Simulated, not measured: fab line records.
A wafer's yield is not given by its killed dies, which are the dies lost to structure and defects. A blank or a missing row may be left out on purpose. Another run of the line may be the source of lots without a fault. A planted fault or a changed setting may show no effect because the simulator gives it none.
fab line records	flow nand-harc
record: lots: 6	wafers: 18	last-day: 32
route steps=1302 shown P_M1@313 P_M2@318 END@1302
lots that met no fault: from a run of the same line without faults
start-h: start of the lot's first displayed wafer, in hours after the record's first day	wait-h: hours elapsed since this lot's preceding step	" unchanged from the row above	L1.1+2: several wafers, shown together as one row	- either no value or no given start	* or withheld: withheld	< > ~ a bound
route shown NAME@n: names a module that has steps shown in the file, with the first one's number in the route	usual: mean/standard deviation of fault-free wafers	same: alike in all rows	chamber/n: place in a boat	sites: readings site by site	_std_site: the standard deviation of these	_edge_site: inner sites' mean taken away from outer sites' mean	radius-mm: how far each site lies from the wafer's centre	mask NAME#n: copy n	behind: tool/chamber where the wafer was last shaped	hold: reason for holding the lot/hours on hold/outcome of the hold	device: which transistor (n, p or np) failed to switch	end of line: the route-end tests of the same wafers	for a step that has no rows: nothing shown but its recipe	killed: not the wafer's yield, but the dies lost to structure and defects at the first sort	map: the dies of a wafer, with x for killed, . for not killed, _ for no die there
set.NAME: the setting as run; set.NAME@STEP: as run at that earlier step	model.NAME: the simulator's own value behind a step, which no gauge read
lots at selected steps of the route; one table per step, one row per wafer
services: the hour from which a tool's chamber was out of use, counted from the record's first day as start-h (under 0 if before that day), plus the number of hours and why
== steps ==
step: NHARC_P_M1_SRD_25
step: NHARC_P_M1_INSPECT_27
usual: raw-defect-count: 339/130
lot.wafer	tool	chamber	start-h	wait-h	raw-defect-count
L351.1	defect-inspect-01	-	151.69	0.0	762
L351.5	"	-	"	"	337
L351.6	"	-	"	"	530
L354.2	defect-inspect-01	-	178.02	0.0	685
L354.5	"	-	"	"	334
L354.6	"	-	"	"	811
L359.1	defect-inspect-02	-	231.01	0.0	366
L359.3	"	-	"	"	309
L359.5	"	-	"	"	502
L361.1	defect-inspect-01	-	248.63	0.0	309
L361.2	"	-	"	"	205
L361.5	"	-	"	"	221
L365.1	defect-inspect-02	-	289.76	0.0	192
L365.4	"	-	"	"	282
L365.6	"	-	"	"	132
L367.1	defect-inspect-02	-	323.63	0.0	182
L367.2	"	-	"	"	370
L367.3	"	-	"	"	302
step: NHARC_P_M1_PRE_CLEAN_32
recipe: time-s: 12	temp-c: 370	rf-power-w: 300	gas: NH3
usual: heater-power-w: 626/56
same: time-s: 12
lot.wafer	tool	chamber	start-h	wait-h	heater-power-w
L351.1	pecvd-02	2	151.75	0.1	671
L351.5	"	2	"	"	682
L351.6	"	1	"	"	685
L354.2	pecvd-01	2	178.12	0.1	699
L354.6	"	1	"	"	716
L354.5	"	0	"	"	651
L359.1	pecvd-01	0	231.15	0.1	634
L359.3	"	1	"	"	730
L359.5	"	0	"	"	654
L361.1	pecvd-02	2	248.71	0.1	652
L361.2	"	0	"	"	644
L361.5	"	1	"	"	584
L365.1	pecvd-04	0	289.86	0.1	608
L365.4	"	2	"	"	610
L365.6	"	0	"	"	622
L367.3	pecvd-04	1	323.71	0.1	538
L367.1	"	2	"	"	612
L367.2	"	0	"	"	604
step: NHARC_P_M1_DEP_33
recipe: target-thk-a: 300	temp-c: 370	target-thk-nm: 30	pressure-torr: 3	flow-sccm: 200	rf-w: 450	material: SiCN
usual: heater-power-w: 570/63
lot.wafer	tool	chamber	start-h	wait-h	heater-power-w
L351.1	pecvd-02	2	151.83	0.1	597
L351.5	"	2	"	"	611
L351.6	"	1	"	"	622
L354.2	pecvd-01	2	178.23	0.1	616
L354.6	"	1	"	"	696
L354.5	"	0	"	"	622
L359.1	pecvd-01	0	231.26	0.1	570
L359.3	"	1	"	"	595
L359.5	"	0	"	"	558
L361.1	pecvd-02	2	248.82	0.1	630
L361.2	"	0	"	"	561
L361.5	"	1	"	"	532
L365.1	pecvd-04	0	290.00	0.1	556
L365.4	"	2	"	"	555
L365.6	"	0	"	"	554
L367.3	pecvd-04	1	323.79	0.1	466
L367.1	"	2	"	"	557
L367.2	"	0	"	"	482
step: NHARC_P_M2_DEP_00
recipe: target-thk-a: 1825	target-thk-nm: 182.5	temp-c: withheld	pressure-torr: 5	flow-sccm: 200	rf-w: 600	material: SiOC
step: NHARC_P_M2_DEHYDRATE_01
recipe: temp-c: 150	time-s: 120
step: NHARC_P_M2_HMDS_02
recipe: time-s: 30
step: NHARC_P_M2_COAT_34
recipe: temp-c: 200	time-s: 65
step: NHARC_P_M2_COAT_03
recipe: spin-rpm: 1500	resist-thk-nm: 90
step: NHARC_P_M2_SOFTBAKE_04
recipe: temp-c: 105	time-s: 55
step: NHARC_P_M2_EBR_05
step: NHARC_P_M2_EXPOSE_06
recipe: na: 1.35	target-cd-nm: 170	dose-mj: 80.78	mask-id: P_M2
lot.wafer	tool	chamber	start-h	wait-h	mask
L351.1+5+6	arfi-scanner-03	0	152.95	-	P_M2#0
L354.2+5+6	arfi-scanner-02	0	179.17	-	P_M2#0
L359.1+3+5	arfi-scanner-02	0	232.23	-	P_M2#0
L361.1+2+5	arfi-scanner-02	0	249.86	-	P_M2#0
L365.1+4+6	arfi-scanner-01	0	291.02	-	P_M2#0
L367.1+2+3	arfi-scanner-01	0	324.88	-	P_M2#0
step: NHARC_P_M2_PEB_07
recipe: peb-temp-c: 100	peb-time-s: 65
step: NHARC_P_M2_DEVELOP_08
recipe: develop-time-s: 35	dev-temp-c: 23
step: NHARC_P_M2_CD_MEAS_09
recipe: target-cd-nm: 170	landing-energy-ev: 500
usual: cd-nm: 170.2/0.47
lot.wafer	tool	chamber	start-h	wait-h	cd-nm
L351.1	cd-sem-02	0	153.09	-	169.3
L351.5	"	0	"	"	169.3
L351.6	"	0	"	"	169.9
L354.2	cd-sem-01	0	179.31	-	169.9
L354.5	"	0	"	"	169.1
L354.6	"	0	"	"	169.5
L359.1	cd-sem-01	0	232.37	-	-
L359.3	"	0	"	"	-
L359.5	"	0	"	"	-
L361.1	cd-sem-03	0	250.00	-	-
L361.2	"	0	"	"	-
L361.5	"	0	"	"	-
L365.1	cd-sem-02	0	291.16	-	169.0
L365.4	"	0	"	"	169.6
L365.6	"	0	"	"	170.4
L367.1	cd-sem-02	0	325.02	-	170.9
L367.2	"	0	"	"	170.7
L367.3	"	0	"	"	170.1
step: NHARC_P_M2_OVL_MEAS_10
recipe: pitch-nm: 340
usual: overlay-x-nm: 0.1/0.78	overlay-y-nm: 0.0/0.91
lot.wafer	tool	chamber	start-h	wait-h	overlay-x-nm	overlay-y-nm
L351.1	overlay-02	-	153.18	-	1.0	0.2
L351.5	"	-	"	"	1.2	0.2
L351.6	"	-	"	"	1.8	-0.2
L354.2	overlay-02	-	179.40	-	-0.1	-0.7
L354.5	"	-	"	"	0.5	-1.0
L354.6	"	-	"	"	0.0	-0.8
L359.1	overlay-02	-	232.46	-	-0.4	-0.3
L359.3	"	-	"	"	-0.1	-0.5
L359.5	"	-	"	"	-0.3	-0.1
L361.1	overlay-02	-	250.09	-	0.4	-1.6
L361.2	"	-	"	"	0.4	-1.3
L361.5	"	-	"	"	0.4	-1.9
L365.1	overlay-02	-	291.24	-	0.3	1.6
L365.4	"	-	"	"	0.0	2.0
L365.6	"	-	"	"	-0.1	0.7
L367.1	overlay-01	-	325.10	-	-0.6	-0.4
L367.2	"	-	"	"	-0.7	-0.1
L367.3	"	-	"	"	-0.9	0.0
step: NHARC_P_M2_INSPECT_11
usual: raw-defect-count: 5/3.6
lot.wafer	tool	chamber	start-h	wait-h	raw-defect-count
L351.1	defect-inspect-01	-	153.21	0.0	2
L351.5	"	-	"	"	4
L351.6	"	-	"	"	1
L354.2	defect-inspect-02	-	179.43	0.0	1
L354.5	"	-	"	"	2
L354.6	"	-	"	"	8
L359.1	defect-inspect-02	-	232.50	0.0	2
L359.3	"	-	"	"	5
L359.5	"	-	"	"	2
L361.1	defect-inspect-02	-	250.12	0.0	2
L361.2	"	-	"	"	0
L361.5	"	-	"	"	5
L365.1	defect-inspect-02	-	291.28	0.0	3
L365.4	"	-	"	"	1
L365.6	"	-	"	"	2
L367.1	defect-inspect-01	-	325.14	0.0	11
L367.2	"	-	"	"	14
L367.3	"	-	"	"	18
step: NHARC_P_M2_DESCUM_14
recipe: time-s: 3	o2-flow-sccm: 200	ar-flow-sccm: 0	bias-power-w: 0	chemistry: O2
usual: drypump-motor-current-A: 5.9/0.48	mfc-ar-sccm: 0.010/0.011	o2-flow-sccm: 200.1/0.63	oes-product-au: 0.998/0.0076	rf-vpp-V: 57.8/0.86	showerhead-plenum-p-Torr: 1.90/0.073	throttle-valve-pct: 11.312/0.0092
same: time-s: 3
lot.wafer	tool	chamber	start-h	wait-h	drypump-motor-current-A	mfc-ar-sccm	o2-flow-sccm	oes-product-au	rf-hours-counter-h	rf-vpp-V	showerhead-plenum-p-Torr	throttle-valve-pct	model.P_M2.cd-nm
L351.1	rie-diel-03	0	153.29	0.1	5.3	0	200.0	1.001	2.5	57.5	1.98	11.305	169
L351.5	"	2	"	"	6.5	0	199.7	1.001	-	59.0	1.91	11.321	169
L351.6	"	3	"	"	6.5	0.008	199.6	0.995	-	60.1	2.02	11.301	169.4
L354.2	rie-diel-02	2	179.51	0.1	6.1	0.020	199.4	1.001	7.2	57.0	1.85	11.319	169.5
L354.5	"	0	"	"	5.5	0.027	200.5	0.989	-	57.5	1.88	11.307	169.1
L354.6	"	1	"	"	5.2	0	199.2	0.992	-	57.9	1.96	11.310	169.8
L359.3	rie-diel-03	2	232.57	0.1	6.5	0	199.4	1.010	6.5	58.2	1.91	11.310	169.6
L359.1	"	3	"	"	6.5	0.008	199.3	0.999	6.8	58.3	2.02	11.302	199
L359.5	"	0	"	"	5.3	0	200.6	1.005	-	58.2	1.98	11.307	170
L361.2	rie-diel-11	2	250.18	0.1	6.4	0	200.4	0.997	9.6	57.8	1.80	11.319	170.4
L361.1	"	1	"	"	6.3	0	200.8	0.990	8.7	56.0	1.82	11.307	169.9
L361.5	"	3	"	"	5.7	0.029	199.5	0.997	-	56.6	1.87	11.322	195.1
L365.4	rie-diel-03	2	291.35	0.1	6.5	0	199.9	1.019	0	59.5	1.90	11.312	169.5
L365.1	"	3	"	"	6.5	0.008	201.0	1.003	0	56.7	2.02	11.311	169.3
L365.6	"	2	"	"	6.5	0	199.8	1.006	-	57.7	1.90	11.318	170
L367.2	rie-diel-03	0	325.20	0.1	5.3	0	201.6	0.996	2.5	58.8	1.98	11.306	170.7
L367.3	"	1	"	"	5.6	0.011	199.3	1.010	1.8	57.5	1.85	11.315	169.8
L367.1	"	2	"	"	6.5	0	199.3	0.998	2.6	57.6	1.90	11.310	170.8
step: NHARC_P_M2_ETCH_35
recipe: target-depth-a: 400	overetch-a: 120	time-s: 43.94	ion-energy-ev: 200	n2-flow-sccm: 150	h2-flow-sccm: 150	ar-flow-sccm: 0	rf-w: 400	bias-w: 150	chemistry: N2/H2
usual: drypump-motor-current-A: 5.9/0.48	mfc-ar-sccm: 0.010/0.011	oes-product-au: 0.999/0.0081	rf-vpp-V: 430.2/2.4	showerhead-plenum-p-Torr: 2.03/0.081	throttle-valve-pct: 14.172/0.009
same: time-s: 43.94
lot.wafer	tool	chamber	start-h	wait-h	drypump-motor-current-A	mfc-ar-sccm	oes-product-au	rf-hours-counter-h	rf-vpp-V	showerhead-plenum-p-Torr	throttle-valve-pct
L351.1	rie-diel-03	1	153.38	0.1	5.6	0.011	0.999	2.5	427.2	1.97	14.157
L351.5	"	2	"	"	6.5	0	1.002	-	430.2	2.03	14.182
L351.6	"	3	"	"	6.5	0.008	0.995	-	432.8	2.16	14.161
L354.2	rie-diel-02	3	179.58	0.1	6.2	0.022	1.001	6.9	426.6	1.93	14.169
L354.6	"	3	"	"	6.2	0.022	0.998	-	427.0	1.93	14.185
L354.5	"	0	"	"	5.5	0.027	1.000	-	430.6	2.01	14.177
L359.3	rie-diel-03	0	232.65	0.1	5.3	0	1.000	6.4	431.0	2.11	14.177
L359.1	"	1	"	"	5.6	0.011	1.000	6.1	429.4	1.97	14.182
L359.5	"	0	"	"	5.3	0	0.990	-	432.6	2.11	14.178
L361.2	rie-diel-11	1	250.32	0.1	6.4	0	0.999	8.7	427.0	1.94	14.165
L361.1	"	2	"	"	6.4	0	0.998	9.6	427.0	1.91	14.167
L361.5	"	0	"	"	5.4	0.003	0.995	-	435.8	2.15	14.179
L365.1	rie-diel-03	1	291.43	0.1	5.7	0.011	1.017	0.0	428.9	1.97	14.167
L365.4	"	2	"	"	6.5	0	1.018	0.0	430.1	2.03	14.171
L365.6	"	2	"	"	6.5	0	1.007	-	429.7	2.03	14.185
L367.3	rie-diel-03	3	325.29	0.1	6.5	0.008	0.993	3.1	433.2	2.15	14.188
L367.1	"	0	"	"	5.3	0	0.996	2.5	432.6	2.11	14.175
L367.2	"	1	"	"	5.6	0.011	1.013	1.8	429.5	1.97	14.160
step: NHARC_P_M2_ETCH_15
recipe: target-depth-a: 1825	time-s: 91.2	c4f8-flow-sccm: withheld	ar-flow-sccm: 400	rf-w: 600	bias-w: 300	chemistry: C4F8/Ar
usual: oes-product-au: 0.935/0.022	rf-vpp-V: 440.2/2.5
same: time-s: 91.2
lot.wafer	tool	chamber	start-h	wait-h	oes-product-au	rf-hours-counter-h	rf-vpp-V
L351.1	rie-diel-03	1	-	-	0.928	2.5	438.5
L351.6	"	1	"	"	0.925	-	439.4
L351.5	"	2	"	"	0.926	-	440.4
L354.2	rie-diel-02	2	-	-	0.978	7.3	438.0
L354.5	"	2	"	"	0.979	-	438.7
L354.6	"	3	"	"	0.971	-	440.3
L359.3	rie-diel-03	3	-	-	0.929	6.8	444.6
L359.1	"	2	"	"	0.922	6.5	441.0
L359.5	"	3	"	"	0.924	-	444.4
L361.1	rie-diel-11	0	-	-	0.913	8.7	444.8
L361.2	"	1	"	"	0.910	8.7	437.4
L361.5	"	1	"	"	0.910	-	436.6
L365.1	rie-diel-03	3	-	-	0.977	0.0	443.5
L365.4	"	0	"	"	0.977	0.0	442.3
L365.6	"	3	"	"	0.980	-	443.6
L367.2	rie-diel-03	0	-	-	0.929	2.5	443.2
L367.3	"	2	"	"	0.941	2.6	440.0
L367.1	"	3	"	"	0.930	3.1	444.1
step: NHARC_P_M2_CD_MEAS_16
usual: cd-nm: 170.1/0.68
lot.wafer	tool	chamber	start-h	wait-h	cd-nm
L351.1	cd-sem-02	-	153.58	-	169.1
L351.5	"	-	"	"	168.5
L351.6	"	-	"	"	168.9
L354.2	cd-sem-01	-	179.80	-	169.0
L354.5	"	-	"	"	169.2
L354.6	"	-	"	"	169.6
L359.1	cd-sem-02	-	232.86	-	-
L359.3	"	-	"	"	-
L359.5	"	-	"	"	-
L361.1	cd-sem-03	-	250.52	-	-
L361.2	"	-	"	"	-
L361.5	"	-	"	"	-
L365.1	cd-sem-01	-	291.65	-	169.1
L365.4	"	-	"	"	169.7
L365.6	"	-	"	"	169.8
L367.1	cd-sem-01	-	325.51	-	170.7
L367.2	"	-	"	"	170.4
L367.3	"	-	"	"	169.8
step: NHARC_P_M2_STRIP_18
recipe: power-w: 1000	n2-flow-sccm: 150	h2-flow-sccm: 150	ar-flow-sccm: 0	bias-w: 0	chemistry: N2/H2
usual: drypump-motor-current-A: 5.9/0.49	mfc-ar-sccm: 0.010/0.01	oes-product-au: 0.999/0.0087	power-w: 999.9/2.7	rf-vpp-V: 90.6/0.97	showerhead-plenum-p-Torr: 2.04/0.08	throttle-valve-pct: 14.170/0.0087
lot.wafer	tool	chamber	start-h	wait-h	drypump-motor-current-A	mfc-ar-sccm	oes-product-au	power-w	rf-hours-counter-h	rf-vpp-V	showerhead-plenum-p-Torr	throttle-valve-pct
L351.1	rie-diel-03	3	153.65	0.1	6.5	0.008	0.997	1003.5	2.6	91.0	2.16	14.175
L351.6	"	3	"	"	6.5	0.008	1.002	1001.5	-	90.2	2.16	14.168
L351.5	"	0	"	"	5.4	0	0.993	999.2	-	92.1	2.11	14.160
L354.2	rie-diel-11	3	179.87	0.1	5.7	0.029	0.987	1005.9	4.8	90.6	1.99	14.165
L354.6	"	3	"	"	5.7	0.029	0.992	1006.7	-	92.0	1.99	14.166
L354.5	"	0	"	"	5.4	0.003	1.001	1002.9	-	91.4	2.15	14.185
L359.3	rie-diel-02	1	232.96	0.1	5.2	0	1.001	995.8	0.4	90.9	2.09	14.180
L359.1	"	2	"	"	6.1	0.020	1.011	999.8	0.5	89.8	1.97	14.172
L359.5	"	1	"	"	5.2	0	1.003	996.8	-	91.4	2.09	14.168
L361.2	rie-diel-02	0	250.63	0.1	5.6	0.027	0.989	1000.6	1.3	90.2	2.01	14.163
L361.1	"	2	"	"	6.0	0.020	1.009	1000.3	1.3	89.3	1.97	14.155
L361.5	"	3	"	"	6.2	0.022	1.007	1001.5	-	90.0	1.93	14.171
L365.4	rie-diel-02	3	291.75	0.1	6.2	0.022	1.007	1002.2	2.7	89.6	1.93	14.179
L365.1	"	0	"	"	5.5	0.027	0.985	996.6	2.9	91.9	2.01	14.174
L365.6	"	3	"	"	6.2	0.022	1.009	1001.5	-	89.3	1.93	14.159
L367.2	rie-diel-02	0	325.58	0.1	5.5	0.027	0.985	1002.3	4.9	91.4	2.01	14.163
L367.3	"	1	"	"	5.2	0	0.993	1001.9	4.1	89.5	2.09	14.180
L367.1	"	2	"	"	6.0	0.020	0.998	1002.2	3.6	90.0	1.97	14.171
step: NHARC_P_M2_ETCH_28
recipe: target-depth-a: 300	over-etch-frac: 0.3	time-s: 72.99	ion-energy-ev: 150	cf4-flow-sccm: 50	n2-flow-sccm: 100	ar-flow-sccm: 150	rf-w: 300	bias-w: 100	chemistry: CF4/N2
usual: drypump-motor-current-A: 5.9/0.49	mfc-ar-sccm: 150.0/0.43	oes-product-au: 0.998/0.0082	rf-vpp-V: 314.1/1.9	showerhead-plenum-p-Torr: 2.62/0.093	throttle-valve-pct: 19.795/0.0092
same: over-etch-frac: 0.3	time-s: 72.99
lot.wafer	tool	chamber	start-h	wait-h	drypump-motor-current-A	mfc-ar-sccm	oes-product-au	rf-hours-counter-h	rf-vpp-V	showerhead-plenum-p-Torr	throttle-valve-pct	model.P_M2.cd-nm
L351.1	rie-diel-03	1	-	-	5.6	150.0	1.010	2.6	312.6	2.54	19.799	169
L351.6	"	0	"	"	5.3	150.0	0.997	-	316.0	2.71	19.786	169.5
L351.5	"	1	"	"	5.6	150.5	0.995	-	312.3	2.54	19.787	168
L354.2	rie-diel-11	2	-	-	6.4	149.9	0.993	4.8	311.6	2.48	19.816	168.8
L354.6	"	3	"	"	5.7	150.3	0.989	-	312.2	2.57	19.786	169.5
L354.5	"	0	"	"	5.3	149.3	0.991	-	317.0	2.76	19.788	169.1
L359.1	rie-diel-02	1	-	-	5.2	149.6	0.993	0.5	315.0	2.69	19.797	199.1
L359.3	"	2	"	"	6.1	150.0	1.000	0.5	312.8	2.54	19.781	169.5
L359.5	"	1	"	"	5.2	149.3	0.995	-	314.9	2.69	19.795	170.4
L361.1	rie-diel-02	0	-	-	5.5	149.9	0.990	1.3	313.1	2.59	19.790	170.5
L361.2	"	1	"	"	5.2	150.1	0.989	1.4	315.1	2.69	19.794	170.3
L361.5	"	0	"	"	5.5	149.7	0.989	-	313.2	2.59	19.808	195.9
L365.4	rie-diel-02	1	-	-	5.2	150.8	0.989	2.7	315.4	2.69	19.795	169.7
L365.1	"	2	"	"	6.0	148.6	0.998	2.6	313.2	2.54	19.794	169
L365.6	"	0	"	"	5.5	149.7	0.979	-	314.7	2.59	19.802	170.3
L367.1	rie-diel-02	1	-	-	5.2	150.1	0.990	4.2	316.4	2.69	19.786	170.6
L367.2	"	2	"	"	6.0	150.4	0.994	3.6	313.4	2.54	19.788	169.9
L367.3	"	3	"	"	6.2	150.0	1.015	4.9	311.0	2.49	19.793	170.3
step: NHARC_P_M2_STRIP_19
recipe: time-s: 600	temp-c: 30	chemistry: post-etch-residue-remover
step: NHARC_END_SORT_01
recipe: temp-c: 25
usual: defect-limited-yield: 90.7/3	killed-at-array: 58/20	killed-at-other: 0.9/1.4	killed-at-periphery: 4/3.1	killed-dies: 63/20	killed-open: 3.3/1.8	killed-short: 2.4/1.5
same: gross-dies: 677
lot.wafer	tool	chamber	start-h	wait-h	defect-limited-yield[%]	killed-at-array	killed-at-other	killed-at-periphery	killed-dies	killed-open	killed-short
L365.1	prober-01	0	738.29	2.5	92.5	40	0	11	51	3	3
L365.4	prober-01	0	740.65	3.4	92.5	47	0	4	51	1	2
L365.6	prober-01	0	742.22	3.9	92.5	44	0	7	51	4	0
killed by level:class
L365.1 A_CHANNEL_HOLE_D1:chamber-film-flake=30 P_M2:chamber-film-flake=6 A_SLIT:chamber-film-flake=3 P_ZERO_WELL:chamber-film-flake=2 A_CONTACT:chamber-film-flake=2 P_GATE:geometric-particle:short=1 P_CONTACT:geometric-particle:open=1 A_CHANNEL_HOLE_D1:geometric-particle:short=1
L365.4 A_CHANNEL_HOLE_D1:chamber-film-flake=30 P_M2:chamber-film-flake=4 A_SLIT:chamber-film-flake=4 A_CONTACT:chamber-film-flake=4 A_WL_FILL:chamber-film-flake=2 A_WL_FILL:geometric-particle:short=1 A_CONTACT:geometric-particle:short=1 A_M0:geometric-particle:open=1
L365.6 A_CHANNEL_HOLE_D1:chamber-film-flake=32 P_M2:chamber-film-flake=5 A_SLIT:chamber-film-flake=3 A_M0:geometric-particle:open=2 A_STAIRCASE:chamber-film-flake=2 A_CONTACT:chamber-film-flake=2 P_M1:geometric-particle:open=1 A_CHANNEL_FILL_D1:geometric-particle:open=1
== services ==
tool	chamber	start-h	hours	kind
pecvd-01	-	130.75	13.0	pm
rie-diel-03	0	137.80	-	clean
rie-diel-03	1	137.80	-	clean
arfi-scanner-02	-	140.00	4.0	pm
arfi-scanner-01	-	149.54	5.6	repair
pecvd-02	1	168.63	6.4	repair
arfi-scanner-01	-	178.89	0.3	repair
rie-diel-02	-	191.65	0.2	repair
arfi-scanner-03	-	196.00	4.0	pm
rie-diel-02	-	216.70	9.0	pm
pecvd-02	-	227.17	13.0	pm
arfi-scanner-01	-	252.00	4.0	pm
rie-diel-11	-	255.53	9.0	pm
arfi-scanner-02	-	260.03	1.9	repair
pecvd-01	-	262.52	0.3	repair
pecvd-04	-	269.01	13.0	pm
arfi-scanner-02	-	273.86	1.7	repair
rie-diel-03	-	281.30	9.0	pm
rie-diel-02	2	292.24	9.3	repair
rie-diel-03	1	305.29	5.7	repair
arfi-scanner-03	-	305.93	0.3	repair
pecvd-01	-	311.93	13.0	pm
arfi-scanner-02	-	312.00	4.0	pm
arfi-scanner-02	-	323.49	2.1	repair
== key ==
first-sign: step: NHARC_P_M2_CD_MEAS_09	reading: cd-nm	direction: missing
effect: step: NHARC_P_M2_CD_MEAS_16	reading: cd-nm	direction: missing
model-effect: step: NHARC_P_M2_DESCUM_14	value: P_M2.cd-nm	without: 169.7	struck: 179
model-effect: step: NHARC_P_M2_ETCH_28	value: P_M2.cd-nm	without: 170	struck: 179.3
met-at NHARC_P_M2_EXPOSE_06
struck-wafers L359.1,L359.3,L359.5,L361.1,L361.2,L361.5
onset-between 179.17 232.23
fault: kind: process-parameter-drift	tool: arfi-scanner-02	chamber: -	onset-h: 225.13	steps: NHARC_P_M2_EXPOSE_06	channel: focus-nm	offset: 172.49	spread-by-wafer: 0.3	shape: step	end-h: 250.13
